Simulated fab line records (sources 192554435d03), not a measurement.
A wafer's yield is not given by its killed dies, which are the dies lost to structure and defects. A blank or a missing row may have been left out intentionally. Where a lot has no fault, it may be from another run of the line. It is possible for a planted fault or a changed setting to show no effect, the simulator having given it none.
Matching of chambers | flow n5 finfet | N5_FIN_SAQP_MANDREL2_REMOVE_60 on rie si-04: 4 sister chambers
The step chemistry HBr/Cl2/O2, target a-Si, stops on SiNx, bt time 10 s. 8 wafers are shown with their chamber, then 9 later ones without.

== WAFERS, EACH WITH ITS CHAMBER ==
wafer  | chamber | throttle valve pct (%) | drypump motor current A (A)
L075.5 | 3       | 36.6                   | 5.7
L089.1 | 2       | 36.3                   | 6.0
L089.4 | 3       | 36.5                   | 5.8
L090.3 | 1       | 36.6                   | 6.5
L090.5 | 0       | 36.8                   | 6.0
L092.2 | 1       | 36.6                   | 6.5
L092.4 | 2       | 36.3                   | 6.0
L092.5 | 0       | 36.8                   | 6.0

== WAFERS WITHOUT THEIR CHAMBER ==
wafer  | throttle valve pct (%) | drypump motor current A (A)
L095.1 | 36.6                   | 5.8
L095.4 | 36.8                   | 6.1
L095.6 | 36.3                   | 6.0
L096.2 | 36.5                   | 5.8
L096.4 | 36.6                   | 6.5
L096.5 | 36.3                   | 6.0
L097.3 | 36.3                   | 6.0
L097.5 | 36.8                   | 6.0
L097.6 | 36.6                   | 6.6

== EACH ONE'S CHAMBER ==
wafer  | from the rows above | in truth
L095.1 | 3                   | 3
L095.4 | 0                   | 0
L095.6 | 2                   | 2
L096.2 | 3                   | 3
L096.4 | 1                   | 1
L096.5 | 2                   | 2
L097.3 | 2                   | 2
L097.5 | 0                   | 0
L097.6 | 1                   | 1
Correctly placed: 9 of 9. Not placeable from these rows: 0. 0 placed wrongly.
How it was worked out, from the rows above alone: a wafer's distance from a chamber is the root of the sum, over the readings, of the square of ((its reading less the chamber's mean) divided by the reading's scatter). If the next closest chamber is less than 2 further off than the closest, the wafer can't be placed; otherwise it belongs to the closest. Each chamber's mean is taken over the wafers shown for it. The scatter is the square root of a quotient: the sum, over the shown wafers, of each reading's squared deviation from its chamber's mean, divided by wafers minus chambers.
